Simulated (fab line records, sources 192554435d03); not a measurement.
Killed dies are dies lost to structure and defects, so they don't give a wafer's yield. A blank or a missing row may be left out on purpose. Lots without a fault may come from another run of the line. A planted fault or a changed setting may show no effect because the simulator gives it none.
fab line records | flow n5_finfet
record lots=6 wafers=18 last_day=18
route steps=1938 shown BEOL_M4@1108 BEOL_M5@1112 PASSIVATION@1936
lots that met no fault: from a run of the same line without faults
start_h: hours from the record's first day to the start of the lot's first wafer shown | wait_h: hours since the lot's step before | " the same as in the row above | L1.1+2: a row that stands for several wafers | - no value, or no start given | * or withheld: withheld | < > ~ a bound
route shown NAME@n: a module of which the file shows steps, and the number in the route of the first | usual: mean/standard deviation of fault-free wafers | same: alike in all rows | chamber/n: place in a boat | sites: the reading at each site | _std_site: their standard deviation | _edge_site: outer sites' mean less inner sites' | radius_mm: how far each site lies from the wafer's centre | mask NAME#n: copy n | behind: the tool/chamber that last shaped the wafer | hold: why the lot was held/for how many hours/how that ended | device: the transistor (n, p or np) that didn't switch | end of line: the same wafers' tests at the end of the route | a step without rows: its recipe alone | killed: dies lost to structure and defects at the first sort, not the wafer's yield | map: a wafer's dies, x killed, . not, _ none there
set.NAME: the setting as run; set.NAME@STEP: as run at that earlier step | model.NAME: the simulator's own value behind a step, which no gauge read
lots at some steps of the route; a table a step, a row a wafer
services: from which hour (start_h, from the record's first day; less than 0 if before it) a tool's chamber was out of use, for how many hours, and why
## steps
# step N5_BEOL_M4_DEP_57
# recipe material=SiCN target_thk_a=80 temp_c=withheld precursor=3MS/NH3 pressure_torr=3 rf_w=202 time_s=14
# step N5_BEOL_M4_RS_MEAS_58
# recipe thk_meas_gauge=four-point-probe reads=Co_of_BEOL_M4_CO_CAP_55+Cu_of_BEOL_M4_ECD_50+Co_of_BEOL_M4_CVD_47+TaN_of_BEOL_M4_ALD_84
# usual M4_RS=0.678/0.028
# columns lot.wafer tool chamber start_h wait_h M4_RS[ohm/sq]
L312.1 film_metro-02 - 181.84 0.0 0.728
L312.2 " - " " 0.687
L312.5 " - " " 0.698
L318.3 film_metro-01 - 221.87 0.1 0.655
L318.4 " - " " 0.668
L318.6 " - " " 0.669
L319.2 film_metro-01 - 248.56 0.1 0.686
L319.3 " - " " 0.686
L319.4 " - " " 0.650
L323.1 film_metro-01 - 249.65 0.0 0.724
L323.3 " - " " 0.691
L323.4 " - " " 0.673
L330.1 film_metro-01 - 292.98 0.0 0.671
L330.3 " - " " 0.693
L330.6 " - " " 0.695
L332.1 film_metro-01 - 311.82 0.0 0.743
L332.2 " - " " 0.679
L332.3 " - " " 0.716
# step N5_BEOL_M4_INSPECT_59
# recipe inspect_instrument=darkfield mode=post_dep
# usual raw_defect_count=79/28
# columns lot.wafer tool chamber start_h wait_h raw_defect_count
L312.1 defect_inspect-01 - 181.87 0.0 77
L312.2 " - " " 53
L312.5 " - " " 63
L318.3 defect_inspect-02 - 221.90 0.0 74
L318.4 " - " " 79
L318.6 " - " " 74
L319.2 defect_inspect-02 - 248.58 0.0 54
L319.3 " - " " 69
L319.4 " - " " 59
L323.1 defect_inspect-02 - 249.68 0.0 48
L323.3 " - " " 84
L323.4 " - " " 52
L330.1 defect_inspect-02 - 293.01 0.0 52
L330.3 " - " " 96
L330.6 " - " " 42
L332.1 defect_inspect-02 - 311.84 0.0 57
L332.2 " - " " 50
L332.3 " - " " 57
# step N5_BEOL_M4_RC_MEAS_101
# usual DIBL_N=36.9/1.7 DIBL_P=36.7/2.1 IOFF_N=0.17/0.032 IOFF_P=0.22/0.036 ION_N=674/12 ION_P=461/7 SS_N=71.7/0.6 SS_P=73.4/0.67 VT_N=249/3.1 VT_P=-250/3.2
# columns lot.wafer tool chamber start_h wait_h DIBL_N[mV/V] DIBL_P[mV/V] IOFF_N[nA/um] IOFF_P[nA/um] ION_N[uA/um] ION_P[uA/um] SS_N[mV/dec] SS_P[mV/dec] VT_N[mV] VT_P[mV]
L312.1 prober-02 0 181.90 0.0 31.7 30.0 0.10 0.14 645 445 70.4 72.0 257 -256
L312.2 " 0 " " 36.6 36.0 0.17 0.21 668 455 71.1 73.4 253 -252
L312.5 " 0 " " 37.1 37.4 0.20 0.23 686 464 71.0 73.0 247 -249
L318.3 prober-01 0 222.23 0.3 33.3 32.5 0.12 0.17 662 456 70.2 72.7 253 -251
L318.4 " 0 " " 36.7 36.6 0.17 0.23 673 459 72.0 72.9 247 -248
L318.6 " 0 " " 35.2 35.4 0.15 0.21 668 469 72.7 72.5 250 -251
L319.2 prober-01 0 248.76 0.2 38.3 37.0 0.20 0.23 679 462 71.8 73.1 247 -250
L319.3 " 0 " " 40.8 41.3 0.25 0.31 694 471 72.6 75.5 245 -246
L319.4 " 0 " " 37.2 36.2 0.17 0.21 675 456 71.5 73.8 249 -249
L323.1 prober-01 0 249.71 0.0 37.9 38.3 0.20 0.25 681 464 71.8 73.7 247 -251
L323.3 " 0 " " 37.7 37.7 0.20 0.24 686 467 72.0 74.1 247 -247
L323.4 " 0 " " 37.2 37.0 0.18 0.22 681 464 70.8 73.4 248 -248
L330.1 prober-02 0 293.04 0.0 33.9 32.4 0.11 0.16 653 450 71.3 72.7 255 -253
L330.3 " 0 " " 34.6 33.8 0.13 0.19 654 453 72.4 73.2 253 -251
L330.6 " 0 " " 34.1 33.3 0.13 0.17 659 451 70.8 72.8 255 -250
L332.1 prober-01 0 311.87 0.0 38.3 38.6 0.16 0.23 664 460 71.9 73.7 253 -250
L332.2 " 0 " " 39.1 38.7 0.19 0.25 687 477 72.6 73.6 248 -248
L332.3 " 0 " " 38.0 37.7 0.15 0.22 659 457 71.8 73.3 252 -251
# step N5_BEOL_M5_ILD_DEP_00
# recipe material=SiCOH_lowk target_thk_a=1406.4 temp_c=300 precursor=DEMS/porogen pressure_torr=5 rf_w=500 time_s=25.9
# usual heater_power_w=283/50 showerhead_plenum_p_Torr=5.742/0.017 throttle_valve_pct=13.9/0.54
# columns lot.wafer tool chamber start_h wait_h heater_power_w showerhead_plenum_p_Torr throttle_valve_pct
L312.1 pecvd-02 2 182.86 0.8 386 5.740 13.3
L312.2 " 0 " " 326 5.746 15.0
L312.5 " 1 " " 281 5.758 13.5
L318.3 pecvd-03 1 222.88 0.5 250 5.720 14.8
L318.4 " 1 " " 253 5.724 14.5
L318.6 " 2 " " 236 5.744 13.3
L319.2 pecvd-03 2 249.58 0.7 261 5.735 13.5
L319.3 " 0 " " 308 5.748 13.6
L319.4 " 1 " " 277 5.713 14.5
L323.1 pecvd-03 1 250.68 0.8 260 5.734 14.4
L323.3 " 2 " " 261 5.761 13.6
L323.4 " 1 " " 267 5.716 14.4
L330.1 pecvd-03 1 294.00 0.8 218 5.725 14.5
L330.3 " 0 " " 277 5.756 13.7
L330.6 " 1 " " 228 5.715 14.5
L332.1 pecvd-03 0 312.84 0.8 289 5.768 13.7
L332.2 " 2 " " 248 5.752 13.2
L332.3 " 1 " " 230 5.722 14.3
# step N5_BEOL_M5_CURE_79
# recipe temp_c=385 time_s=240 ambient=He/Ar material=SiCOH_lowk
# usual lamp_power_pct=52.30/0.056 wafer_temp_C_max=387.1/0.66
# columns lot.wafer tool chamber start_h wait_h lamp_power_pct wafer_temp_C_max
L312.1 uv_cure-03 2 182.92 0.0 52.37 388.2
L312.2 " 2 " " 52.25 387.4
L312.5 " 2 " " 52.25 388.4
L318.3 uv_cure-02 1 223.10 0.2 52.39 386.8
L318.4 " 1 " " 52.32 386.3
L318.6 " 1 " " 52.32 386.2
L319.2 uv_cure-01 2 249.72 0.1 52.12 386.8
L319.3 " 2 " " 52.21 387.0
L319.4 " 2 " " 52.26 387.3
L323.1 uv_cure-03 1 250.89 0.2 52.36 387.3
L323.3 " 1 " " 52.27 387.7
L323.4 " 1 " " 52.33 386.7
L330.1 uv_cure-02 2 294.06 0.0 52.33 386.5
L330.3 " 2 " " 52.35 387.3
L330.6 " 2 " " 52.33 386.7
L332.1 uv_cure-03 1 313.02 0.2 52.35 387.7
L332.2 " 1 " " 52.25 387.5
L332.3 " 1 " " 52.36 386.8
# step N5_BEOL_M5_THK_MEAS_01
# recipe reads=SiCOH_lowk_of_BEOL_M5_ILD_DEP_00
# usual M5_ILD_THK=121.1/1.5
# columns lot.wafer tool chamber start_h wait_h M5_ILD_THK[nm]
L312.1 film_metro-01 - 183.43 0.4 121.3
L312.2 " - " " 121.0
L312.5 " - " " 123.0
L318.3 film_metro-01 - 223.46 0.3 121.3
L318.4 " - " " 122.2
L318.6 " - " " 122.6
L319.2 film_metro-01 - 250.15 0.4 120.3
L319.3 " - " " 120.0
L319.4 " - " " 122.2
L323.1 film_metro-02 - 251.40 0.4 118.5
L323.3 " - " " 120.2
L323.4 " - " " 121.6
L330.1 film_metro-01 - 294.57 0.4 121.0
L330.3 " - " " 119.6
L330.6 " - " " 123.1
L332.1 film_metro-01 - 313.53 0.4 120.4
L332.2 " - " " 121.7
L332.3 " - " " 120.8
# step N5_BEOL_M5_PECVD_70
# recipe material=SiO2 target_thk_a=160 temp_c=400 precursor=TEOS/O2 pressure_torr=5.5 rf_w=450 teos_flow_sccm=53.8 gas=O2 flow_sccm=3000 time_s=18
# usual heater_power_w=714/100 showerhead_plenum_p_Torr=8.80/0.06 throttle_valve_pct=22.5/0.95
# columns lot.wafer tool chamber start_h wait_h heater_power_w showerhead_plenum_p_Torr throttle_valve_pct
L312.1 pecvd-02 1 183.47 0.0 705 8.88 22.2
L312.2 " 0 " " 811 8.82 24.0
L312.5 " 0 " " 807 8.77 23.9
L318.3 pecvd-02 1 223.49 0.0 707 8.84 22.0
L318.4 " 0 " " 795 8.79 24.0
L318.6 " 2 " " 808 8.79 21.9
L319.2 pecvd-03 0 250.19 0.0 717 8.86 22.0
L319.3 " 2 " " 595 8.80 21.5
L319.4 " 1 " " 563 8.71 23.6
L323.1 pecvd-02 0 251.44 0.0 703 8.80 24.1
L323.3 " 1 " " 679 8.88 22.0
L323.4 " 0 " " 715 8.79 23.9
L330.1 pecvd-03 2 294.61 0.0 645 8.80 21.8
L330.3 " 1 " " 673 8.71 23.5
L330.6 " 2 " " 633 8.80 22.0
L332.1 pecvd-01 1 313.57 0.0 559 8.89 24.1
L332.2 " 2 " " 840 8.84 21.2
L332.3 " 0 " " 721 8.70 22.1
# step N5_BEOL_M5_HM_DEP_02
# recipe material=TiN target_thk_a=200 temp_c=25 chamber_pressure_pa=0.49996
# usual throttle_valve_pct=29.7/0.98
# columns lot.wafer tool chamber start_h wait_h throttle_valve_pct
L312.1 pvd_sputter-01 - 184.27 0.8 28.3
L312.2 " - " " 31.4
L312.5 " - " " 30.5
L318.3 pvd_sputter-01 - 223.92 0.4 31.4
L318.4 " - " " 28.3
L318.6 " - " " 28.4
L319.2 pvd_sputter-03 - 251.81 1.6 31.1
L319.3 " - " " 29.5
L319.4 " - " " 28.0
L323.1 pvd_sputter-01 - 252.13 0.7 31.3
L323.3 " - " " 30.3
L323.4 " - " " 29.3
L330.1 pvd_sputter-02 - 295.40 0.8 29.0
L330.3 " - " " 29.7
L330.6 " - " " 30.3
L332.1 pvd_sputter-02 - 313.63 0.0 28.7
L332.2 " - " " 30.1
L332.3 " - " " 29.6
# step N5_BEOL_M5_COAT_59
# recipe resist=SOC temp_c=250 time_s=60 spin_rpm=1500 resist_thk_nm=60
# step N5_BEOL_M5_COAT_60
# recipe resist=SiARC temp_c=220 time_s=60 spin_rpm=1500 resist_thk_nm=12
# step N5_BEOL_M5_COAT_71
# recipe resist=underlayer temp_c=205 time_s=60 spin_rpm=1500 resist_thk_nm=5
# step N5_BEOL_M5_COAT_05
# recipe resist=CAR-EUV spin_rpm=1500 resist_thk_nm=30
# usual chill_plate_temp_C=23.00/0.1 spin_speed_rpm=1500.0/0.88
# columns lot.wafer tool chamber start_h wait_h chill_plate_temp_C spin_speed_rpm model.CAR-EUV_of_BEOL_M5_COAT_05.thk_nm
L312.1 litho_track-04 0 184.40 - 23.02 1502.1 30
L312.2 " 0 " " 23.14 1500.6 30
L312.5 " 0 " " 23.06 1500.4 30
L318.3 litho_track-01 0 224.06 - 23.02 1555.2 29.6
L318.4 " 0 " " 23.06 1554.2 29.6
L318.6 " 0 " " 22.98 1554.8 29.6
L319.2 litho_track-01 0 251.94 - 22.89 1556.0 29.6
L319.3 " 0 " " 22.91 1555.3 29.6
L319.4 " 0 " " 22.98 1555.3 29.6
L323.1 litho_track-03 0 252.26 - 23.11 1499.4 30
L323.3 " 0 " " 23.10 1499.0 30
L323.4 " 0 " " 22.96 1499.5 30
L330.1 litho_track-03 0 295.53 - 22.84 1499.8 30.2
L330.3 " 0 " " 22.98 1500.2 30.2
L330.6 " 0 " " 22.96 1500.0 30.2
L332.1 litho_track-01 0 313.76 - 22.95 1500.1 30
L332.2 " 0 " " 23.14 1500.6 30
L332.3 " 0 " " 23.04 1498.6 30
# step N5_BEOL_M5_EBR_07
# recipe solvent=PGMEA ebr_width_mm=1.5
# step N5_BEOL_M5_SOFTBAKE_06
# recipe temp_c=110 time_s=60 resist=CAR-EUV
# step N5_BEOL_M5_EXPOSE_08
# recipe mask_id=M5 na=0.33 source_shape=annular sigma_inner=0.4 sigma_outer=0.8 polarization=unpolarized target_cd_nm=28 dose_mj=35.75
# step N5_BEOL_M5_PEB_09
# recipe peb_temp_c=100 peb_time_s=60 resist=CAR-EUV
# step N5_BEOL_M5_DEVELOP_10
# recipe develop_time_s=30 developer=TMAH resist=CAR-EUV rinse_liquid=surfactant_rinse dry=air_spin dev_temp_c=23
# step N5_BEOL_M5_CD_MEAS_11
# recipe target_cd_nm=27.74 landing_energy_ev=500 detector=se_inlens
# usual cd_nm=28.07/0.24
# columns lot.wafer tool chamber start_h wait_h cd_nm
L312.1 cd_sem-03 0 184.66 - 28.39
L312.2 " 0 " " 28.09
L312.5 " 0 " " 27.95
L318.3 cd_sem-03 0 224.44 - 28.02
L318.4 " 0 " " 27.83
L318.6 " 0 " " 27.98
L319.2 cd_sem-03 0 252.32 - 27.80
L319.3 " 0 " " 27.98
L319.4 " 0 " " 27.80
L323.1 cd_sem-02 0 252.71 - 28.51
L323.3 " 0 " " 27.72
L323.4 " 0 " " 28.42
L330.1 cd_sem-03 0 295.91 - 28.17
L330.3 " 0 " " 28.03
L330.6 " 0 " " 28.04
L332.1 cd_sem-03 0 315.10 - 28.80
L332.2 " 0 " " 28.59
L332.3 " 0 " " 27.99
# step N5_BEOL_M5_OVL_MEAS_12
# recipe points_per_wafer=522
# usual M5_OVL=-0.5/0.71
# columns lot.wafer tool chamber start_h wait_h M5_OVL[nm]
L312.1 overlay-01 0 184.69 0.0 -0.4
L312.2 " 0 " " 0.4
L312.5 " 0 " " 0.0
L318.3 overlay-02 0 224.48 0.0 -0.8
L318.4 " 0 " " -0.2
L318.6 " 0 " " -0.1
L319.2 overlay-01 0 252.36 0.0 -0.6
L319.3 " 0 " " -1.0
L319.4 " 0 " " -0.7
L323.1 overlay-02 0 252.74 0.0 -0.8
L323.3 " 0 " " 0.0
L323.4 " 0 " " 0.5
L330.1 overlay-02 0 295.94 0.0 -1.3
L330.3 " 0 " " -1.0
L330.6 " 0 " " 0.3
L332.1 overlay-01 0 315.13 0.0 -1.2
L332.2 " 0 " " -1.1
L332.3 " 0 " " 0.0
# step N5_BEOL_M5_INSPECT_13
# recipe mode=adi inspect_instrument=brightfield
# usual raw_defect_count=424/100
# columns lot.wafer tool chamber start_h wait_h raw_defect_count
L312.1 defect_inspect-02 - 184.75 0.1 449
L312.2 " - " " 354
L312.5 " - " " 409
L318.3 defect_inspect-01 - 224.53 0.0 402
L318.4 " - " " 562
L318.6 " - " " 369
L319.2 defect_inspect-01 - 252.41 0.0 336
L319.3 " - " " 376
L319.4 " - " " 461
L323.1 defect_inspect-02 - 252.80 0.1 415
L323.3 " - " " 419
L323.4 " - " " 355
L330.1 defect_inspect-02 - 296.00 0.1 499
L330.3 " - " " 573
L330.6 " - " " 467
L332.1 defect_inspect-01 - 315.19 0.1 437
L332.2 " - " " 595
L332.3 " - " " 384
# step N5_BEOL_M5_DESCUM_16
# recipe chemistry=O2 time_s=7 source_power_w=50 bias_power_w=20 pressure_mtorr=20 rf_frequency_hz=2.712e+07 temp_c=40 resist=CAR-EUV o2_flow_sccm=225
# usual drypump_motor_current_A=5.7/0.39 oes_product_au=0.77/0.079 rf_vpp_V=243.1/1.4 showerhead_plenum_p_Torr=2.08/0.07 throttle_valve_pct=20.29/0.28
# columns lot.wafer tool chamber start_h wait_h drypump_motor_current_A oes_product_au rf_hours_counter_h rf_vpp_V showerhead_plenum_p_Torr throttle_valve_pct model.CAR-EUV_of_BEOL_M5_COAT_05.thk_nm
L312.1 rie_diel-06 1 185.14 0.4 5.9 0.86 43 244.0 2.11 19.77 26
L312.2 " 3 " " 5.3 0.84 64 246.5 2.21 20.42 26
L312.5 " 1 " " 5.9 0.86 - 242.8 2.11 19.78 26
L318.3 rie_diel-01 1 224.56 0.0 5.8 0.71 207 240.6 2.07 20.27 25.6
L318.4 " 0 " " 5.2 0.70 187 245.1 2.15 20.37 25.6
L318.6 " 1 " " 5.8 0.70 - 243.3 2.07 20.27 25.6
L319.2 rie_diel-06 2 252.46 0.0 5.2 0.70 232 241.9 2.05 20.64 25.6
L319.3 " 1 " " 5.9 0.84 61 243.5 2.10 19.80 25.6
L319.4 " 0 " " 5.8 0.88 - 242.9 2.03 20.42 25.6
L323.1 rie_diel-06 1 252.90 0.1 5.9 0.84 61 244.9 2.10 19.79 26
L323.3 " 0 " " 5.8 0.88 60 242.3 2.03 20.43 26.2
L323.4 " 2 " " 5.2 0.70 232 242.3 2.05 20.63 26
L330.1 rie_diel-01 0 296.04 0.0 5.2 0.69 213 245.1 2.14 20.42 26.2
L330.3 " 3 " " 6.2 0.84 82 242.1 2.02 20.13 26.2
L330.6 " 3 " " 6.2 0.84 - 242.5 2.02 20.12 26.2
L332.1 rie_diel-03 1 315.23 0.0 6.0 0.76 124 244.5 2.18 20.00 26.2
L332.2 " 0 " " 5.3 0.79 101 245.8 2.21 20.18 26.2
L332.3 " 2 " " 5.2 0.72 204 241.4 1.97 19.98 26.2
# step N5_BEOL_M5_ETCH_72
# recipe chemistry=N2/H2 target=underlayer target_depth_a=65 mask_material=CAR-EUV time_s=5.2 ion_energy_ev=200 pressure_mtorr=30 source_w=840 bias_w=150 n2_flow_sccm=200 h2_flow_sccm=200 ends=cleared
# usual drypump_motor_current_A=5.7/0.4 etch_rf_on_time_s=5.21/0.1 h2_flow_sccm=200.0/0.63 oes_product_au=0.66/0.065 rf_vpp_V=523.8/2.8 showerhead_plenum_p_Torr=2.54/0.09 throttle_valve_pct=17.8/0.32
# columns lot.wafer tool chamber start_h wait_h drypump_motor_current_A etch_rf_on_time_s h2_flow_sccm oes_product_au rf_hours_counter_h rf_vpp_V showerhead_plenum_p_Torr throttle_valve_pct
L312.1 rie_diel-06 1 185.18 0.0 5.9 5.14 199.4 0.75 43 524.8 2.58 17.3
L312.2 " 3 " " 5.3 5.05 200.3 0.72 64 526.8 2.67 17.8
L312.5 " 1 " " 5.9 5.07 199.7 0.75 - 526.0 2.58 17.3
L318.3 rie_diel-01 1 224.60 0.0 5.8 5.11 200.7 0.62 207 523.8 2.52 17.7
L318.4 " 0 " " 5.2 5.32 200.5 0.61 187 525.5 2.64 18.0
L318.6 " 1 " " 5.8 5.13 199.7 0.61 - 522.6 2.52 17.7
L319.2 rie_diel-06 2 252.49 0.0 5.2 5.22 199.4 0.59 232 521.9 2.51 18.2
L319.3 " 1 " " 5.9 5.13 199.5 0.72 61 524.5 2.57 17.3
L319.4 " 0 " " 5.8 5.28 200.6 0.73 - 521.4 2.46 17.7
L323.1 rie_diel-06 1 252.93 0.0 5.9 5.09 200.3 0.72 61 524.9 2.57 17.3
L323.3 " 0 " " 5.8 5.31 200.3 0.74 60 520.6 2.46 17.7
L323.4 " 2 " " 5.2 5.23 200.0 0.60 232 524.1 2.51 18.3
L330.1 rie_diel-01 0 296.07 0.0 5.2 5.30 199.0 0.60 213 526.7 2.63 18.1
L330.3 " 3 " " 6.3 5.17 200.2 0.72 82 522.2 2.46 17.6
L330.6 " 3 " " 6.2 5.18 199.1 0.73 - 522.7 2.46 17.6
L332.1 rie_diel-03 1 315.26 0.0 6.0 5.45 200.3 0.64 124 526.3 2.67 17.4
L332.2 " 0 " " 5.3 5.18 200.7 0.67 101 527.8 2.68 17.6
L332.3 " 2 " " 5.2 5.26 200.9 0.61 204 520.3 2.43 17.6
# step N5_PASSIVATION_PROBE_49
# usual defect_limited_yield=91.7/1.5 killed_at_M0_to_M3=32/9.6 killed_at_M4_up=13/5.3 killed_at_contacts=12/6.8 killed_at_front_end=36/9.8 killed_at_other=4/3.1 killed_dies=98/17 killed_open=65/13 killed_short=32/8.5 sort_bin_5_function=4.9/0.93 sort_bin_6_memory=3.2/0.67 sort_bin_8_speed=0.00/0.02 sort_n_pass=1082/17 sort_yield_pct=91.7/1.4
# same gross_dies=1180 killed_at_back_side=0 sort_bin_4_leakage[%]=0
# columns lot.wafer tool chamber start_h wait_h defect_limited_yield[%] killed_at_M0_to_M3 killed_at_M4_up killed_at_contacts killed_at_front_end killed_at_other killed_dies killed_open killed_short sort_bin_5_function[%] sort_bin_6_memory[%] sort_bin_8_speed[%] sort_n_pass sort_yield_pct[%]
L312.1 prober-02 - 281.35 0.0 92.2 26 27 12 26 1 92 56 35 4.8 2.8 0.08 1087 92.1
L312.2 prober-02 - 281.40 0.1 91.4 39 13 3 44 2 101 55 46 4.7 3.6 0 1079 91.4
L312.5 prober-02 - 281.55 0.2 93.2 34 10 6 27 3 80 52 28 4.6 2.0 0 1100 93.2
L318.3 prober-01 - 318.42 0.1 90.2 51 5 13 47 0 116 87 29 5.6 3.9 0 1064 90.2
L318.4 prober-01 - 318.47 0.2 91.9 34 7 20 35 0 96 59 36 4.5 3.5 0 1084 91.9
L318.6 prober-01 - 318.57 0.3 90.8 45 12 21 27 3 108 68 40 5.3 3.5 0 1072 90.8
L323.1 prober-01 - 346.13 0.0 92.0 33 12 6 40 3 94 54 40 4.4 3.2 0 1086 92.0
L323.3 prober-01 - 346.23 0.1 90.8 29 14 8 51 6 108 62 45 4.5 4.4 0 1072 90.8
L323.4 prober-01 - 346.28 0.2 95.4 11 12 13 16 2 54 37 17 2.5 2.0 0 1126 95.4
L319.2 prober-02 - 359.20 0.1 89.3 33 7 7 61 18 126 76 50 6.7 3.8 0 1054 89.3
L319.3 prober-02 - 359.25 0.1 92.9 36 12 3 26 7 84 55 28 4.5 2.6 0 1096 92.9
L319.4 prober-02 - 359.30 0.2 90.1 36 17 10 50 4 117 81 36 5.8 3.7 0 1063 90.1
L330.1 prober-01 - 398.41 0.0 91.0 29 14 10 50 3 106 77 27 5.6 3.0 0 1074 91.0
L330.3 prober-01 - 398.51 0.1 93.7 23 16 8 25 2 74 52 22 3.6 2.4 0 1106 93.7
L330.6 prober-01 - 398.66 0.3 93.8 17 13 5 24 14 73 41 31 3.6 2.4 0 1107 93.8
# killed by level:class
L312.1 MOL_CONTACT_COAG:geometric_particle:open=11 BEOL_M4:geometric_particle:open=9 FIN_SAQP:geometric_particle:short=8 BEOL_M1:geometric_particle:open=8 FIN_SAQP:geometric_particle:open=5 BEOL_M0_SAQP:geometric_particle:short=5 BEOL_M2:geometric_particle:short=5 BEOL_M4:geometric_particle:short=5
L312.2 FIN_SAQP:geometric_particle:short=12 FIN_SAQP:geometric_particle:open=10 BEOL_M0_SAQP:geometric_particle:open=10 BEOL_M0_SAQP:geometric_particle:short=10 GATE_CUT:geometric_particle:short=6 BEOL_M1:geometric_particle:open=6 BEOL_M2:geometric_particle:short=5 BEOL_M4:geometric_particle:open=4
L312.5 BEOL_M0_SAQP:geometric_particle:open=10 BEOL_M0_SAQP:geometric_particle:short=9 MOL_CONTACT_COAG:geometric_particle:open=6 BEOL_M4:geometric_particle:open=6 FIN_SAQP:geometric_particle:short=5 FIN_SAQP:geometric_particle:open=4 BEOL_M0:geometric_particle:open=4 BEOL_M1:geometric_particle:open=4
L318.3 STI_FIN_REVEAL:geometric_particle:open=16 BEOL_M0_SAQP:geometric_particle:open=12 FIN_SAQP:geometric_particle:open=11 BEOL_M1:geometric_particle:open=11 MOL_CONTACT_COAG:geometric_particle:open=10 BEOL_M0_SAQP:geometric_particle:short=10 FIN_SAQP:geometric_particle:short=7 BEOL_M3:geometric_particle:open=7
L318.4 MOL_CONTACT_COAG:geometric_particle:open=12 BEOL_M3:geometric_particle:open=10 FIN_SAQP:geometric_particle:short=9 MOL_CONTACT_COAG:geometric_particle:short=8 FIN_SAQP:geometric_particle:open=7 BEOL_M1:geometric_particle:open=6 STI_FIN_REVEAL:geometric_particle:open=4 BEOL_M0_SAQP:geometric_particle:open=4
L318.6 MOL_CONTACT_COAG:geometric_particle:open=15 BEOL_M2:geometric_particle:open=11 FIN_SAQP:geometric_particle:short=10 BEOL_M0_SAQP:geometric_particle:short=9 BEOL_M0_SAQP:geometric_particle:open=8 BEOL_M4:geometric_particle:open=7 BEOL_M3:geometric_particle:open=6 STI_FIN_REVEAL:geometric_particle:open=6
L323.1 STI_FIN_REVEAL:geometric_particle:open=12 BEOL_M0_SAQP:geometric_particle:open=11 BEOL_M0_SAQP:geometric_particle:short=9 BEOL_M3:geometric_particle:open=7 BEOL_M4:geometric_particle:open=7 FIN_SAQP:geometric_particle:short=5 MOL_CONTACT_COAG:geometric_particle:open=5 STARTING-WAFER:geometric_particle:short=5
L323.3 STI_FIN_REVEAL:geometric_particle:open=14 FIN_SAQP:geometric_particle:short=10 FIN_SAQP:geometric_particle:open=8 BEOL_M0_SAQP:geometric_particle:short=8 BEOL_M2:geometric_particle:open=7 BEOL_M4:geometric_particle:open=7 MOL_CONTACT_COAG:geometric_particle:open=5 BEOL_M1:geometric_particle:short=5
L323.4 MOL_CONTACT_COAG:geometric_particle:open=10 BEOL_M4:geometric_particle:open=6 MOL_CONTACT_COAG:geometric_particle:short=3 BEOL_M0_SAQP:geometric_particle:open=3 BEOL_M2:geometric_particle:open=3 FIN_SAQP:geometric_particle:open=2 STI_FIN_REVEAL:geometric_particle:open=2 ILD0:geometric_particle:short=2
L319.2 MIM_TOP_ETCH:geometric_particle:short=12 FIN_SAQP:geometric_particle:short=11 FIN_SAQP:geometric_particle:open=10 GATE_CUT:geometric_particle:open=10 BEOL_M3:geometric_particle:open=10 GATE_CUT:geometric_particle:short=8 STI_FIN_REVEAL:geometric_particle:open=7 MOL_CONTACT_COAG:geometric_particle:open=6
L319.3 BEOL_M2:geometric_particle:open=10 BEOL_M0:geometric_particle:open=8 FIN_SAQP:geometric_particle:short=6 BEOL_M1:geometric_particle:open=5 BEOL_M4:geometric_particle:open=5 GATE_CUT:geometric_particle:short=4 BEOL_M0_SAQP:geometric_particle:short=4 FIN_SAQP:geometric_particle:open=3
L319.4 GATE_CUT:geometric_particle:short=11 FIN_SAQP:geometric_particle:open=9 FIN_SAQP:geometric_particle:short=9 MOL_CONTACT_COAG:geometric_particle:open=9 BEOL_M2:geometric_particle:open=9 GATE_CUT:geometric_particle:open=8 BEOL_M4:geometric_particle:open=8 BEOL_M3:geometric_particle:open=7
L330.1 STI_FIN_REVEAL:geometric_particle:open=10 MOL_CONTACT_COAG:geometric_particle:open=10 BEOL_M3:geometric_particle:open=9 FIN_SAQP:geometric_particle:open=8 FIN_SAQP:geometric_particle:short=7 DUMMY_GATE:geometric_particle:open=7 BEOL_M0_SAQP:geometric_particle:open=7 BEOL_M0_SAQP:geometric_particle:short=6
L330.3 BEOL_M4:geometric_particle:open=8 MOL_CONTACT_COAG:geometric_particle:open=6 BEOL_M1:geometric_particle:open=6 BEOL_M3:geometric_particle:open=6 BEOL_M0_SAQP:geometric_particle:open=5 FIN_SAQP:geometric_particle:open=4 FIN_SAQP:geometric_particle:short=3 GATE_CUT:geometric_particle:short=3
L330.6 PASS1_CAP:geometric_particle:short=8 BEOL_M3:geometric_particle:open=6 FIN_SAQP:geometric_particle:open=4 BEOL_M0_SAQP:geometric_particle:open=4 MOL_CONTACT_COAG:geometric_particle:open=4 PAD_METAL:geometric_particle:short=4 STARTING-WAFER:geometric_particle:open=4 FIN_SAQP:geometric_particle:short=3
## services
# columns tool chamber start_h hours kind
pecvd-03 2 164.62 5.5 scheduled_down
uv_cure-02 - 176.50 7.5 pm
uv_cure-01 - 177.37 3.4 pm
uv_cure-03 - 191.02 2.1 pm
rie_diel-06 0 191.26 3.2 repair
rie_diel-03 0 195.40 6.6 repair
rie_diel-06 1 206.40 12.2 repair
pecvd-01 2 209.43 19.8 repair
pecvd-03 2 211.82 5.0 scheduled_down
rie_diel-06 - 215.37 0.3 repair
rie_diel-03 3 218.34 1.6 repair
rie_diel-03 - 218.39 7.2 repair
uv_cure-02 - 225.05 0.6 repair
pecvd-01 - 229.78 28.1 pm
rie_diel-06 3 248.87 4.0 repair
uv_cure-03 - 258.81 7.5 pm
pecvd-01 0 265.44 4.3 repair
pecvd-03 0 271.09 16.5 scheduled_down
rie_diel-01 1 271.31 18.5 repair
rie_diel-01 2 282.41 8.8 repair
rie_diel-06 2 303.58 - clean
rie_diel-06 2 303.58 - consumable_replace:focus_ring
rie_diel-06 2 303.58 16.4 scheduled_down
rie_diel-06 2 303.58 16.4 vent_cycle
## key
first_sign step=N5_BEOL_M5_COAT_05 reading=spin_speed_rpm direction=up sigmas=63 usual=* struck=*
effect none on later readings
model_effect step=N5_BEOL_M5_COAT_05 value=CAR-EUV_of_BEOL_M5_COAT_05.thk_nm without=30.13 struck=29.6
model_effect step=N5_BEOL_M5_DESCUM_16 value=CAR-EUV_of_BEOL_M5_COAT_05.thk_nm without=26.17 struck=25.6
met_at N5_BEOL_M5_COAT_05
struck_wafers L318.3,L318.4,L318.6,L319.2,L319.3,L319.4
fault kind=process_parameter_drift tool=litho_track-01 chamber=- onset_h=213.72 steps=N5_BEOL_M5_COAT_05 channel=spin_rpm offset=* shape=step end_h=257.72 acts_in=* stated=*
